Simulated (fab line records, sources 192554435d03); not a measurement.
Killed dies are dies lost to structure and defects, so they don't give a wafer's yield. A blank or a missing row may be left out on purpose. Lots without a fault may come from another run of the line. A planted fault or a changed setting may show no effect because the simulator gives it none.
Split-lot experiment | flow n5_finfet | 7 lots, 21 wafers read, on a route of 1938 steps

THE SPLIT
At N5_BEOL_M10_ILD_DEP_00 (deposits SiCOH lowk from DEMS/porogen, target thk 308.51 nm, time 58 s), the setting temp_c was moved away from the recipe's 300 C on 8 of the 21 wafers read, by -1.5% to +1.7%. The other wafers ran this setting at the recipe's value.

FROM THE SPLIT TO THE READING: what the file shows between them, 1 step
- N5_BEOL_M10_CURE_71: cures SiCOH lowk, time 240 s

THE READING
M10_ILD_THK, in nm, at N5_BEOL_M10_THK_MEAS_01. Fault-free wafers of this fab line usually give 268 nm, standard deviation 3.6 nm.

wafer  | tool, chamber at the split | temp_c as run, C | against the recipe | M10_ILD_THK, nm | against lot-mates on the recipe
L074.1 | pecvd-02, 2                | 303.1            | +1.0%              | 259             | -4
L074.2 | pecvd-02, 0                | 300              | recipe             | 263             | -
L074.3 | pecvd-02, 1                | 303.1            | +1.0%              | 256             | -7
L081.1 | pecvd-02, 1                | 305              | +1.7%              | 256             | -13
L081.3 | pecvd-02, 2                | 305              | +1.7%              | 260             | -9
L081.4 | pecvd-02, 1                | 300              | recipe             | 269             | -
L086.3 | pecvd-01, 0                | 295.4            | -1.5%              | 274             | +3
L086.4 | pecvd-01, 0                | 300              | recipe             | 271             | -
L086.5 | pecvd-01, 1                | 295.4            | -1.5%              | 278             | +7
L090.1 | pecvd-02, 2                | 300              | recipe             | 266             | -
L090.3 | pecvd-02, 0                | 300              | recipe             | 268             | -
L090.4 | pecvd-02, 0                | 300              | recipe             | 265             | -
L092.3 | pecvd-01, 2                | 300              | recipe             | 269             | -
L092.5 | pecvd-01, 0                | 300              | recipe             | 271             | -
L092.6 | pecvd-01, 1                | 300              | recipe             | 273             | -
L095.3 | pecvd-02, 0                | 300              | recipe             | 270             | -
L095.4 | pecvd-02, 1                | 300              | recipe             | 267             | -
L095.6 | pecvd-02, 0                | 300              | recipe             | 272             | -
L096.1 | pecvd-01, 1                | 304.2            | +1.4%              | 254             | -10
L096.3 | pecvd-01, 0                | 304.2            | +1.4%              | 254             | -10
L096.4 | pecvd-01, 1                | 300              | recipe             | 264             | -

THE FIT
A straight line over all 21 wafers: M10_ILD_THK changes by -7.09 nm for each +1% of temp_c; r = -0.89; the points scatter about the line by 3.3 nm.
The same after taking each lot's own level away (the mean of its wafers on the recipe; 21 wafers): -5.37 nm for each +1%; r = -0.92; scatter 2 nm.
On that fit, the largest move of temp_c shifts the reading by 8.9 nm.
The lots' own levels span 263.0 to 271.0 nm, that is 2.2 times the standard deviation above.
So the lot-to-lot level changes the slope: the two fits differ.
Check: with one of the wafers moved furthest among these (+1.7%) left out of the fit, the line predicts -8.95 nm for it against its lot-mates. It came out at -13 nm against them.

THE WHOLE CHAIN: every reading that the file lists as answering this split, in the file's order
step                    | what it does                                                           | reading                                                                                   | change (the file's fit)              | r (the file's)
N5_BEOL_M10_ILD_DEP_00  | deposits SiCOH lowk from DEMS/porogen, target thk 308.51 nm, time 58 s | SiCOH_lowk_of_BEOL_M10_ILD_DEP_00.thk_nm (the simulator's own value, which no gauge read) | -6.31 nm for each +1% of the setting | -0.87
N5_BEOL_M10_CURE_71     | cures SiCOH lowk, time 240 s                                           | SiCOH_lowk_of_BEOL_M10_ILD_DEP_00.thk_nm (the simulator's own value, which no gauge read) | -5.54 nm for each +1% of the setting | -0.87
N5_BEOL_M10_THK_MEAS_01 |                                                                        | M10_ILD_THK                                                                               | -5.64 for each +1% of the setting    | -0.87

THE FILE'S OWN FIT
M10_ILD_THK changes by -5.64 nm for each +1% of temp_c, r = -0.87.
